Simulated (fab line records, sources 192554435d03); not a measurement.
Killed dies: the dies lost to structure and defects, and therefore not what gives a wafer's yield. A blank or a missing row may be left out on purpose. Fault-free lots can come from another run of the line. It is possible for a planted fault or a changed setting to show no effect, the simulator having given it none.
fab line records	flow n5Finfet
[record] lots = 7	wafers = 20	lastDay = 18
route steps=1938 shown BEOL_M2@914 BEOL_M4@1111 PASSIVATION@1936
lots with no fault: from the same line, run without faults
startH: hours from the record's opening day to when the first of the lot's shown wafers began	waitH: hours from the lot's prior step to this one	" as in the row above	L1.1+2: a single row standing in for several wafers	- no value, or no start given	* or withheld: withheld	< > ~ a bound
route shown NAME@n: NAME is a module with steps in the file, n the number in the route of the first one	usual: the fault-free wafers' mean and standard deviation	same: alike in all rows	chamber/n: place in a boat	sites: readings site by site	_std_site: how widely they spread, as a standard deviation	_edge_site: the outer-site mean with the inner-site mean subtracted	radiusMm: how far each site lies from the wafer's centre	mask NAME#n: copy n	behind: the most recent tool/chamber to have shaped the wafer	hold: what put the lot on hold/how long, in hours/how the hold closed	device: transistor that didn't switch, given as n, p or np	end of line: tests run on the same wafers once the route is complete	a step without rows: its recipe alone	killed: dies that structure and defects cost at the first sort, which is not the same as the wafer's yield	map: a wafer's dies, marking killed ones x, the rest . and places with no die _
set.NAME: setting as actually run; set.NAME@STEP: the setting as run at that earlier step	model.NAME: the simulator's own value behind a step, which no gauge read
lots at some steps of the route; a table a step, a row a wafer
services: the hour from which a tool's chamber was out of use, counted from the record's first day as startH (under 0 if before that day), plus the number of hours and why
[[steps]]
[step N5_BEOL_M2_SPUTTER_90]
[recipe] material = Cu	targetThkA = 45	tempC = -20	chamberPressurePa = 0.07	powerW = withheld	timeS = 8.29
[step N5_BEOL_M2_ANNEAL_91]
[recipe] tempC = 400	timeS = 240	ambient = vacuum
[step N5_BEOL_M2_SPUTTER_92]
[recipe] material = Cu	targetThkA = 45	tempC = -20	chamberPressurePa = 0.07	powerW = withheld	timeS = 8.29
[usual] throttleValvePct = 29.9/0.86
[same] timeS = 8.29
lot.wafer	tool	chamber	startH	waitH	throttleValvePct
L862.3	pvdSputter-03	-	175.31	0.1	29.4
L862.5	"	-	"	"	29.5
L862.6	"	-	"	"	31.1
L861.1	pvdSputter-01	-	175.38	0.1	30.1
L861.2	"	-	"	"	31.1
L861.3	"	-	"	"	30.5
L863.3	pvdSputter-03	-	182.43	0.1	28.7
L863.4	"	-	"	"	30.8
L876.2	pvdSputter-03	-	258.51	0.1	29.2
L876.3	"	-	"	"	31.0
L876.6	"	-	"	"	29.2
L881.1	pvdSputter-01	-	287.64	0.1	30.9
L881.4	"	-	"	"	30.8
L881.6	"	-	"	"	31.0
L878.2	pvdSputter-03	-	288.66	0.1	31.4
L878.3	"	-	"	"	29.3
L878.6	"	-	"	"	28.8
L879.2	pvdSputter-02	-	290.62	0.1	30.7
L879.4	"	-	"	"	28.1
L879.6	"	-	"	"	30.0
[step N5_BEOL_M2_ANNEAL_93]
[recipe] tempC = 400	timeS = 240	ambient = vacuum
[usual] heaterPowerW = 820/61
[same] timeS = 240
lot.wafer	tool	chamber	startH	waitH	heaterPowerW
L862.3	pvdSputter-03	-	175.39	0.0	849
L862.5	"	-	"	"	869
L862.6	"	-	"	"	716
L861.1	pvdSputter-01	-	175.46	0.0	892
L861.2	"	-	"	"	837
L861.3	"	-	"	"	698
L863.3	pvdSputter-03	-	182.51	0.0	869
L863.4	"	-	"	"	740
L876.2	pvdSputter-03	-	258.59	0.0	833
L876.3	"	-	"	"	725
L876.6	"	-	"	"	838
L881.1	pvdSputter-01	-	287.72	0.0	857
L881.4	"	-	"	"	803
L881.6	"	-	"	"	856
L878.2	pvdSputter-03	-	288.74	0.0	728
L878.3	"	-	"	"	828
L878.6	"	-	"	"	871
L879.2	pvdSputter-02	-	290.70	0.0	849
L879.4	"	-	"	"	845
L879.6	"	-	"	"	819
[step N5_BEOL_M2_SPUTTER_94]
[recipe] material = Cu	targetThkA = 45	tempC = -20	chamberPressurePa = 0.07	powerW = withheld	timeS = 8.29
[step N5_BEOL_M2_ANNEAL_95]
[recipe] tempC = 400	timeS = 240	ambient = vacuum
[step N5_BEOL_M2_SPUTTER_96]
[recipe] material = Cu	targetThkA = 45	tempC = -20	chamberPressurePa = 0.07	powerW = withheld	timeS = 8.29
[usual] throttleValvePct = 29.9/0.84
[same] timeS = 8.29
lot.wafer	tool	chamber	startH	waitH	throttleValvePct
L862.3	pvdSputter-03	-	175.75	0.1	29.4
L862.5	"	-	"	"	29.2
L862.6	"	-	"	"	31.0
L861.1	pvdSputter-01	-	175.82	0.1	30.3
L861.2	"	-	"	"	31.0
L861.3	"	-	"	"	30.6
L863.3	pvdSputter-03	-	182.87	0.1	28.9
L863.4	"	-	"	"	31.0
L876.2	pvdSputter-03	-	258.95	0.1	29.3
L876.3	"	-	"	"	31.0
L876.6	"	-	"	"	29.5
L881.1	pvdSputter-01	-	288.08	0.1	31.1
L881.4	"	-	"	"	30.4
L881.6	"	-	"	"	30.9
L878.2	pvdSputter-03	-	289.10	0.1	31.0
L878.3	"	-	"	"	29.2
L878.6	"	-	"	"	28.6
L879.2	pvdSputter-02	-	295.90	0.1	30.8
L879.4	"	-	"	"	28.4
L879.6	"	-	"	"	29.9
[step N5_BEOL_M2_ECD_50]
[recipe] material = Cu	targetThkA = 3000
[step N5_BEOL_M2_ANNEAL_51]
[recipe] tempC = 225	timeS = 90	ambient = N2
[step N5_BEOL_M2_CMP_52]
[recipe] stopOn = SiOC	tOverpolishS = 6.8	downForcePsi = 1	platenRpm = 50	clearingPlatenDownForcePsi = 1.5	clearingPlatenRpm = 50	postCmpClean = cuAlkaline	targetThkNm = 40	clearingPlatenPadVelocityMS = 0.99484	padVelocityMS = 0.99484
[usual] barrierFieldEndpointS = 24.7/0.72	clearingPlatenDownForcePsi = 1.5004/0.0028	motorCurrentA = 5.9/0.47	overpolishRunS = 6.801/0.0083	padLifeWafers = 892/600	timeToEndpointS = 63/4.1
lot.wafer	tool	chamber	startH	waitH	barrierFieldEndpointS	clearingPlatenDownForcePsi	motorCurrentA	overpolishRunS	padLifeWafers	timeToEndpointS
L861.1	cmp-01	3	176.34	0.3	23.9	1.4992	6.4	6.789	1794	62
L861.2	"	1	"	"	24.5	1.5008	5.1	6.809	1796	62
L861.3	"	2	"	"	24.4	1.4970	6.0	6.789	1797	65
L862.3	cmp-02	3	176.36	0.3	24.1	1.4981	4.6	6.801	1119	62
L862.6	"	0	"	"	25.3	1.5012	5.5	6.799	-	66
L862.5	"	1	"	"	24.7	1.5016	6.3	6.804	-	66
L863.4	cmp-04	3	183.44	0.2	25.3	1.5013	6.0	6.788	176	65
L863.3	"	0	"	"	23.8	1.4982	5.9	6.795	177	60
L876.2	cmp-04	3	259.44	0.2	25.3	1.4990	5.9	6.803	822	70
L876.3	"	1	"	"	23.4	1.4970	5.8	6.808	824	63
L876.6	"	3	"	"	25.7	1.4988	5.8	6.810	-	69
L881.1	cmp-04	0	288.57	0.3	24.7	1.4976	5.8	6.801	1044	62
L881.4	"	3	"	"	25.1	1.5004	5.5	6.795	1047	66
L881.6	"	0	"	"	24.7	1.4971	5.8	6.794	-	60
L878.3	cmp-01	2	289.77	0.2	25.7	1.5001	6.0	6.806	667	65
L878.2	"	3	"	"	24.6	1.4985	6.0	6.810	668	58
L878.6	"	2	"	"	25.6	1.5007	5.9	6.800	-	63
L879.2	cmp-04	2	296.47	0.3	25.1	1.4983	6.2	6.798	1118	64
L879.4	"	3	"	"	25.7	1.5031	6.3	6.802	1119	68
L879.6	"	1	"	"	24.9	1.4992	5.9	6.798	-	60
[step N5_BEOL_M2_THK_MEAS_53]
[recipe] thkMeasGauge = xrf	reads = Cu_of_BEOL_M2_ECD_50
[usual] M2_THK = 40.8/1.6
lot.wafer	tool	chamber	startH	waitH	M2_THK[nm]
L862.3	filmMetro-02	-	176.54	-	37.4
L862.5	"	-	"	"	38.4
L862.6	"	-	"	"	39.9
L861.1	filmMetro-01	-	176.63	-	41.3
L861.2	"	-	"	"	38.7
L861.3	"	-	"	"	42.9
L863.3	filmMetro-01	-	183.66	-	41.5
L863.4	"	-	"	"	39.4
L876.2	filmMetro-01	-	259.74	-	39.8
L876.3	"	-	"	"	40.2
L876.6	"	-	"	"	43.3
L881.1	filmMetro-02	-	288.86	-	41.5
L881.4	"	-	"	"	42.5
L881.6	"	-	"	"	38.7
L878.2	filmMetro-01	-	290.03	-	38.2
L878.3	"	-	"	"	42.3
L878.6	"	-	"	"	43.4
L879.2	filmMetro-01	-	296.69	-	44.6
L879.4	"	-	"	"	44.0
L879.6	"	-	"	"	41.6
[step N5_BEOL_M2_PRE_CLEAN_60]
[recipe] gas = NH3/H2	timeS = 15	tempC = *	rfPowerW = 300
[usual] heaterPowerW = 94/17
[same] timeS = 15
lot.wafer	tool	chamber	startH	waitH	heaterPowerW
L862.3	cvdCo-01	0	176.58	0.0	99
L862.5	"	2	"	"	83
L862.6	"	0	"	"	101
L861.1	cvdCo-01	1	176.69	0.1	85
L861.2	"	2	"	"	81
L861.3	"	0	"	"	99
L863.3	cvdCo-01	2	183.70	0.0	82
L863.4	"	2	"	"	83
L876.2	cvdCo-01	2	259.77	0.0	84
L876.3	"	1	"	"	86
L876.6	"	0	"	"	100
L881.1	cvdCo-01	2	288.90	0.0	83
L881.4	"	2	"	"	82
L881.6	"	0	"	"	99
L878.2	cvdCo-02	0	290.06	0.0	72
L878.3	"	1	"	"	129
L878.6	"	0	"	"	69
L879.2	cvdCo-02	0	296.73	0.0	71
L879.4	"	1	"	"	127
L879.6	"	0	"	"	71
[step N5_BEOL_M2_CO_CAP_55]
[recipe] material = Co	targetThkA = 20	tempC = 200	precursor = CCTBA/H2	pressureTorr = 30	timeS = 102.1
[usual] heaterPowerW = 247/22	runLengthS = 125.0/0.62
lot.wafer	tool	chamber	startH	waitH	heaterPowerW	runLengthS	model.Co_of_BEOL_M2_CO_CAP_55.thkNm
L862.3	cvdCo-01	0	176.62	0.0	249	65.5	1.2
L862.5	"	2	"	"	234	124.4	2
L862.6	"	0	"	"	263	124.6	2.2
L861.1	cvdCo-01	1	176.73	0.0	242	125.9	1.8
L861.2	"	2	"	"	237	65.3	0.8
L861.3	"	0	"	"	254	65.7	1
L863.3	cvdCo-01	2	183.74	0.0	231	65.0	1
L863.4	"	2	"	"	222	124.2	2.2
L876.2	cvdCo-01	2	259.81	0.0	241	124.5	2
L876.3	"	1	"	"	237	126.0	2.2
L876.6	"	0	"	"	257	125.4	2.2
L881.1	cvdCo-01	2	288.94	0.0	235	124.0	2.2
L881.4	"	2	"	"	233	124.0	2.2
L881.6	"	0	"	"	258	125.1	2.2
L878.2	cvdCo-02	0	290.10	0.0	216	124.8	2
L878.3	"	1	"	"	288	124.3	1.8
L878.6	"	0	"	"	218	124.8	1.8
L879.2	cvdCo-02	0	296.77	0.0	221	124.8	2
L879.4	"	1	"	"	290	124.8	1.8
L879.6	"	0	"	"	222	124.7	1.8
[step N5_BEOL_M2_PRE_CLEAN_56]
[recipe] gas = NH3	timeS = 15	tempC = withheld	rfPowerW = 300
[step N5_BEOL_M4_RC_MEAS_101]
[usual] DIBL_N = 36.7/2.6	DIBL_P = 36.9/2.8	IOFF_N = 0.17/0.043	IOFF_P = 0.22/0.05	ION_N = 678/15	ION_P = 465/9.2	SS_N = 71.6/0.79	SS_P = 73.5/0.82	VT_N = 250/3.9	VT_P = -250/3.7
lot.wafer	tool	chamber	startH	waitH	DIBL_N[mV/V]	DIBL_P[mV/V]	IOFF_N[nA/um]	IOFF_P[nA/um]	ION_N[uA/um]	ION_P[uA/um]	SS_N[mV/dec]	SS_P[mV/dec]	VT_N[mV]	VT_P[mV]
L862.3	prober-01	0	197.75	0.3	36.7	35.3	0.16	0.18	667	451	72.4	73.2	251	-253
L862.5	"	0	"	"	40.1	39.2	0.23	0.23	686	461	73.2	74.4	246	-252
L862.6	"	0	"	"	38.6	39.1	0.21	0.24	708	473	72.6	73.9	244	-248
L861.1	prober-02	0	203.06	0.0	38.1	38.2	0.19	0.25	675	466	71.3	73.5	247	-248
L861.2	"	0	"	"	37.5	36.9	0.18	0.22	689	464	71.4	73.6	247	-248
L861.3	"	0	"	"	38.5	38.1	0.19	0.26	688	478	71.6	74.0	247	-247
L863.3	prober-02	0	222.67	0.3	37.2	36.5	0.17	0.21	672	463	72.6	73.8	255	-250
L863.4	"	0	"	"	35.5	35.9	0.15	0.21	695	482	71.2	73.3	249	-246
L876.2	prober-01	0	292.25	0.2	37.1	37.0	0.18	0.23	687	460	72.3	73.4	249	-247
L876.3	"	0	"	"	33.1	33.7	0.13	0.19	685	474	70.9	72.8	247	-250
L876.6	"	0	"	"	33.6	34.6	0.13	0.20	674	473	71.3	72.9	250	-250
L881.1	prober-02	0	309.58	0.0	40.2	41.8	0.21	0.26	690	467	72.0	73.5	248	-249
L881.4	"	0	"	"	38.7	40.5	0.17	0.25	680	474	72.8	73.3	253	-251
L881.6	"	0	"	"	37.8	39.3	0.15	0.24	662	467	71.0	74.0	254	-251
L878.2	prober-02	0	312.84	0.2	40.6	39.8	0.25	0.30	707	477	72.6	75.2	244	-245
L878.3	"	0	"	"	40.1	38.9	0.24	0.28	723	480	71.9	75.0	242	-246
L878.6	"	0	"	"	34.5	32.6	0.12	0.17	652	454	69.9	72.5	252	-253
L879.2	prober-01	0	334.92	0.2	41.5	42.3	0.24	0.30	696	474	72.3	74.3	246	-249
L879.4	"	0	"	"	40.9	41.8	0.23	0.28	697	476	72.4	73.9	245	-248
L879.6	"	0	"	"	39.1	39.8	0.19	0.25	696	472	72.0	74.7	247	-248
[step N5_PASSIVATION_PROBE_49]
[usual] defectLimitedYield = 91.0/1.4	killed_at_M0_to_M3 = 36/9.6	killed_at_M4_up = 14/6.1	killedAtContacts = 13/6.6	killedAtFrontEnd = 40/11	killedAtOther = 3.2/2.9	killedDies = 106/17	killedOpen = 71/12	killedShort = 33/7.3	sort_bin_5_function = 5.3/1	sort_bin_6_memory = 3.4/0.68	sortNPass = 1073/19	sortYieldPct = 91.0/1.6
[same] grossDies = 1180	killedAtBackSide = 0	sort_bin_4_leakage[%] = 0	sort_bin_8_speed[%] = 0
lot.wafer	tool	chamber	startH	waitH	defectLimitedYield[%]	killed_at_M0_to_M3	killed_at_M4_up	killedAtContacts	killedAtFrontEnd	killedAtOther	killedDies	killedOpen	killedShort	sort_bin_5_function[%]	sort_bin_6_memory[%]	sortNPass	sortYieldPct[%]
L861.1	prober-01	-	315.19	0.0	91.2	34	11	8	46	5	104	73	30	5.2	3.4	1076	91.2
L861.2	prober-01	-	315.24	0.1	91.6	29	14	4	38	14	99	68	18	5.8	2.4	1081	91.6
L861.3	prober-01	-	315.29	0.1	90.4	37	14	10	46	6	113	80	32	5.4	4.0	1067	90.4
L876.2	prober-02	-	391.47	0.1	92.9	32	8	14	26	4	84	63	20	4.2	2.7	1096	92.9
L876.6	prober-02	-	391.67	0.3	90.8	37	9	17	44	1	108	71	32	5.8	3.1	1072	90.8
// killed by level:class
L861.1 BEOL_M2:geometricParticle:open=11 STI_FIN_REVEAL:geometricParticle:open=10 GATE_CUT:geometricParticle:open=7 MOL_CONTACT_COAG:geometricParticle:open=7 FIN_SAQP:geometricParticle:open=5 BEOL_M5:geometricParticle:open=5 BEOL_M3:geometricParticle:open=5 STARTING-WAFER:geometricParticle:short=5
L861.2 BEOL_M2:geometricParticle:open=12 PASSIVATION:areaEtch=12 STI_FIN_REVEAL:geometricParticle:open=11 FIN_SAQP:geometricParticle:open=8 BEOL_M3:geometricParticle:open=8 BEOL_M5:geometricParticle:open=6 BEOL_M4:geometricParticle:open=6 FIN_SAQP:geometricParticle:short=5
L861.3 BEOL_M1:geometricParticle:open=9 DUMMY_GATE:geometricParticle:open=8 MOL_CONTACT_COAG:geometricParticle:open=8 STI_FIN_REVEAL:geometricParticle:open=7 BEOL_M0_SAQP:geometricParticle:open=7 BEOL_M4:geometricParticle:open=7 FIN_SAQP:geometricParticle:open=6 GATE_CUT:geometricParticle:short=5
L876.2 MOL_CONTACT_COAG:geometricParticle:open=14 STI_FIN_REVEAL:geometricParticle:open=7 BEOL_M3:geometricParticle:open=7 BEOL_M1:geometricParticle:open=7 FIN_SAQP:geometricParticle:short=5 BEOL_M2:geometricParticle:open=5 DUMMY_GATE:geometricParticle:open=4 BEOL_M0_SAQP:geometricParticle:open=3
L876.6 MOL_CONTACT_COAG:geometricParticle:open=11 BEOL_M3:geometricParticle:open=11 STI_FIN_REVEAL:geometricParticle:open=9 MOL_CONTACT_COAG:geometricParticle:short=6 STI_FIN_REVEAL:geometricParticle:short=5 DUMMY_GATE:geometricParticle:open=5 BEOL_M0_SAQP:geometricParticle:open=5 BEOL_M2:geometricParticle:open=5
[[services]]
tool	chamber	startH	hours	kind
cmp-04	-	156.35	4.0	pm
cmp-04	-	160.35	-	consumableReplace:conditioner
cmp-04	-	160.35	-	consumableReplace:pad
cvdCo-02	1	164.60	4.2	repair
cmp-04	-	180.86	1.3	repair
cmp-01	-	182.47	3.7	repair
cvdCo-02	-	184.99	0.3	repair
cmp-04	-	191.16	5.8	pm
cmp-02	-	209.96	6.6	pm
cmp-01	-	210.77	4.0	pm
cmp-01	-	214.77	-	consumableReplace:conditioner
cmp-01	-	214.77	-	consumableReplace:pad
cmp-04	-	261.59	1.2	repair
cmp-02	-	293.71	4.0	pm
[[key]]
[firstSign] step = N5_BEOL_M2_CO_CAP_55	reading = runLengthS	direction = down	sigmas = 96	usual = *	struck = *
effect none on later readings
[modelEffect] step = N5_BEOL_M2_CO_CAP_55	value = Co_of_BEOL_M2_CO_CAP_55.thkNm	without = 2.05	struck = 1
metAt N5_BEOL_M2_CO_CAP_55
struckWafers L861.2,L861.3,L862.3,L863.3
[baselineLoss] step = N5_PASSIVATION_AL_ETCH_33	wafers = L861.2
[fault] kind = processParameterDrift	tool = cvdCo-01	chamber = -	onsetH = 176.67	steps = N5_BEOL_M2_CO_CAP_55	channel = timeS	offset = *	shape = step	endH = 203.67	scope = struckWafersOnly	actsIn = *	stated = *
// baselineLoss: these wafers lose ten dies or more at that step, a loss of the line's own and not of a fault; the sort's usual values leave them out
